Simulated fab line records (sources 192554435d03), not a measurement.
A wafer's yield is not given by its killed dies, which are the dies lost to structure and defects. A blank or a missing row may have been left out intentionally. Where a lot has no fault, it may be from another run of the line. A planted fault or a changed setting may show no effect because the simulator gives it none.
Code-filled problem report in 8D (eight disciplines) form / flow n5Finfet / the parts of the form that need people (team, actions taken, sign-off) are left out

## 1. THE PROBLEM
Mean of trenchDepthNm at N5_STI_FIN_REVEAL_FIN_H_MEAS_10: 79.1 nm across 3 wafers in 3 lots; on wafers with no fault it is 51.7 nm (standard deviation 0.85). Relative to the usual mean, that is a shift of +32 standard deviations.
Earliest sighting: wafer L370.3 on ocd-01 at day 7 07:50. At this step, 27 wafers from 10 lots have a number in the record. Rule for "out", or "out of limits": more than 4 standard deviations from the usual mean. The rest of the wafers with a number are treated as sound.

## 2. WHAT IT IS, AND WHAT IT ISN'T
question=which readings at this step | is=trenchDepthNm | is not=-
question=which lots | is=L370, L372, L373 | is not=L352, L356, L357, L359, L362, L363, L367
question=which wafers of those lots | is=L370.3, L372.3, L373.5 | is not=L370.2, L370.6, L372.1, L373.1
question=read on which gauges | is=ocd-01, ocd-02 | is not=-
question=when | is=from day 7 07:50 | is not=up to then (22 sound wafers); but 2 sound wafers of L372, L373 came after

## 3. SUSPECTS, AND WHAT RULES EACH OUT
Counting: if a tool at a process step up to the reading ran every lot that is out, it stays a suspect. Sound lots after the first of them don't rule it out here, since some wafers of a struck lot are sound.
- the gauge at N5_STI_FIN_REVEAL_FIN_H_MEAS_10 has been ruled out. 2 gauges (ocd-01, ocd-02) read the wafers that are out.
- vaporEtch-02 at N5_STI_FIN_REVEAL_RECESS_09 (chemistry HF/NH3, target SiO2, afs cycles 11, target depth 42.5 nm, sublimation time 60 s): kept. Every lot that is out went through it, the first being L370 (day 7 05:08); the last sound lot it ran before that was L367 (day 6 10:34).
Left after counting: vaporEtch-02 at N5_STI_FIN_REVEAL_RECESS_09.

## 4. THE CAUSE (what the simulator had put in)
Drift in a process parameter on vaporEtch-02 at N5_STI_FIN_REVEAL_RECESS_09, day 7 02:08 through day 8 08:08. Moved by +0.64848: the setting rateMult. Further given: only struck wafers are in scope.
This tool alone remained once counting was done.

## 5. SEQUENCE OF EFFECTS, ordered by route
Each row: a reading whose mean over the struck wafers that have a number lies more than 3 standard deviations from the usual. Readings are gone through only where the record gives a usual standard deviation; hours: the median, over the lots, of the time from a lot's start at the first step in this table giving one to that lot's start at this step; sigmas: the change measured in usual standard deviations.
hours=0; step=N5_STI_FIN_REVEAL_FIN_H_MEAS_10; reading=trenchDepthNm; usual=51.7 nm; on struck wafers=79.1; change=+27.4; sigmas=+32
Later steps that measure or inspect, where all struck wafers having a row at the step show a number for every such reading and not one has moved that far: N5_BEOL_M4_RC_MEAS_101.

## 6. WHAT WOULD HAVE CAUGHT IT SOONER
Counted from the fault's start at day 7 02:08, it took 6 hours until the first out-of-limits reading at a measuring or inspecting step in this record, taken at day 7 07:50.
Tool readings at N5_STI_FIN_REVEAL_RECESS_09 with a usual standard deviation given in the record: none out on any struck wafer, hence no alarm at a limit of 4 standard deviations on them.
Among the 3 lots that are out, L372, L373 began N5_STI_FIN_REVEAL_RECESS_09 on vaporEtch-02 after day 7 07:50. A hold on the tool at that time would have spared those 2.
